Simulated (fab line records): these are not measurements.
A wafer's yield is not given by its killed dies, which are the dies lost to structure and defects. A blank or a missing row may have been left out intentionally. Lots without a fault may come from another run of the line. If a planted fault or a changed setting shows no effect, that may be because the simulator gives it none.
Chamber matching / flow n5_finfet / N5_BEOL_M12_ETCH_38 on rie_diel-05 has 4 sister chambers
The step etches SiCN in CF4/N2, target depth 68.7 nm, time 73.4 s. 14 wafers are shown with their chamber, then 7 later ones without.

WAFERS, EACH WITH ITS CHAMBER
wafer=L076.3; chamber=3; drypump_motor_current_A (A)=5.8; showerhead_plenum_p_Torr (Torr)=2.173; throttle_valve_pct (%)=15.95
wafer=L076.4; chamber=0; drypump_motor_current_A (A)=5.1; showerhead_plenum_p_Torr (Torr)=2.171; throttle_valve_pct (%)=15.01
wafer=L076.6; chamber=3; drypump_motor_current_A (A)=5.7; showerhead_plenum_p_Torr (Torr)=2.173; throttle_valve_pct (%)=15.95
wafer=L086.3; chamber=2; drypump_motor_current_A (A)=5.1; showerhead_plenum_p_Torr (Torr)=2.093; throttle_valve_pct (%)=15.65
wafer=L086.4; chamber=1; drypump_motor_current_A (A)=6.0; showerhead_plenum_p_Torr (Torr)=2.154; throttle_valve_pct (%)=15.11
wafer=L086.5; chamber=0; drypump_motor_current_A (A)=5.1; showerhead_plenum_p_Torr (Torr)=2.163; throttle_valve_pct (%)=15.05
wafer=L090.1; chamber=0; drypump_motor_current_A (A)=5.1; showerhead_plenum_p_Torr (Torr)=2.162; throttle_valve_pct (%)=15.07
wafer=L090.2; chamber=2; drypump_motor_current_A (A)=5.1; showerhead_plenum_p_Torr (Torr)=2.091; throttle_valve_pct (%)=15.66
wafer=L090.6; chamber=2; drypump_motor_current_A (A)=5.2; showerhead_plenum_p_Torr (Torr)=2.091; throttle_valve_pct (%)=15.66
wafer=L092.3; chamber=3; drypump_motor_current_A (A)=5.7; showerhead_plenum_p_Torr (Torr)=2.167; throttle_valve_pct (%)=15.49
wafer=L092.4; chamber=1; drypump_motor_current_A (A)=6.0; showerhead_plenum_p_Torr (Torr)=2.150; throttle_valve_pct (%)=15.17
wafer=L092.6; chamber=3; drypump_motor_current_A (A)=5.7; showerhead_plenum_p_Torr (Torr)=2.167; throttle_valve_pct (%)=15.48
wafer=L094.1; chamber=3; drypump_motor_current_A (A)=5.7; showerhead_plenum_p_Torr (Torr)=2.166; throttle_valve_pct (%)=15.49
wafer=L094.5; chamber=0; drypump_motor_current_A (A)=5.1; showerhead_plenum_p_Torr (Torr)=2.158; throttle_valve_pct (%)=15.08

SIGNATURES, as means of the wafers listed above
reading=drypump_motor_current_A; chamber 0=5.100; chamber 1=6.000; chamber 2=5.133; chamber 3=5.720; scatter within a chamber=0.0383
reading=showerhead_plenum_p_Torr; chamber 0=2.16350; chamber 1=2.15200; chamber 2=2.09167; chamber 3=2.16920; scatter within a chamber=0.00385
reading=throttle_valve_pct; chamber 0=15.0525; chamber 1=15.1400; chamber 2=15.6567; chamber 3=15.6720; scatter within a chamber=0.162
Rule: distance of a wafer from a chamber = root of the sum over the readings of ((wafer's reading minus chamber's mean) / reading's scatter) squared. The wafer belongs to the nearest chamber; if the next one is less than 2 further off, it can't be placed. How the scatter is found: for the shown wafers, subtract from each reading the mean of its chamber, square and add these, divide the total by (wafers less chambers), then take the root.

WAFERS WITHOUT THEIR CHAMBER
wafer=L094.6; drypump_motor_current_A (A)=6.0; showerhead_plenum_p_Torr (Torr)=2.148; throttle_valve_pct (%)=15.16
wafer=L096.1; drypump_motor_current_A (A)=6.0; showerhead_plenum_p_Torr (Torr)=2.146; throttle_valve_pct (%)=15.16
wafer=L096.2; drypump_motor_current_A (A)=5.1; showerhead_plenum_p_Torr (Torr)=2.156; throttle_valve_pct (%)=15.11
wafer=L096.3; drypump_motor_current_A (A)=5.1; showerhead_plenum_p_Torr (Torr)=2.086; throttle_valve_pct (%)=15.71
wafer=L097.1; drypump_motor_current_A (A)=5.0; showerhead_plenum_p_Torr (Torr)=2.154; throttle_valve_pct (%)=15.11
wafer=L097.2; drypump_motor_current_A (A)=6.0; showerhead_plenum_p_Torr (Torr)=2.145; throttle_valve_pct (%)=15.18
wafer=L097.4; drypump_motor_current_A (A)=5.8; showerhead_plenum_p_Torr (Torr)=2.163; throttle_valve_pct (%)=15.51

THE CHAMBER EACH PASSED THROUGH
wafer=L094.6; from the rows above=1; in truth=1
wafer=L096.1; from the rows above=1; in truth=1
wafer=L096.2; from the rows above=0; in truth=0
wafer=L096.3; from the rows above=2; in truth=2
wafer=L097.1; from the rows above=0; in truth=0
wafer=L097.2; from the rows above=1; in truth=1
wafer=L097.4; from the rows above=3; in truth=3
7 of 7 placed correctly. Not placeable from these rows: 0. Wrongly placed: 0.
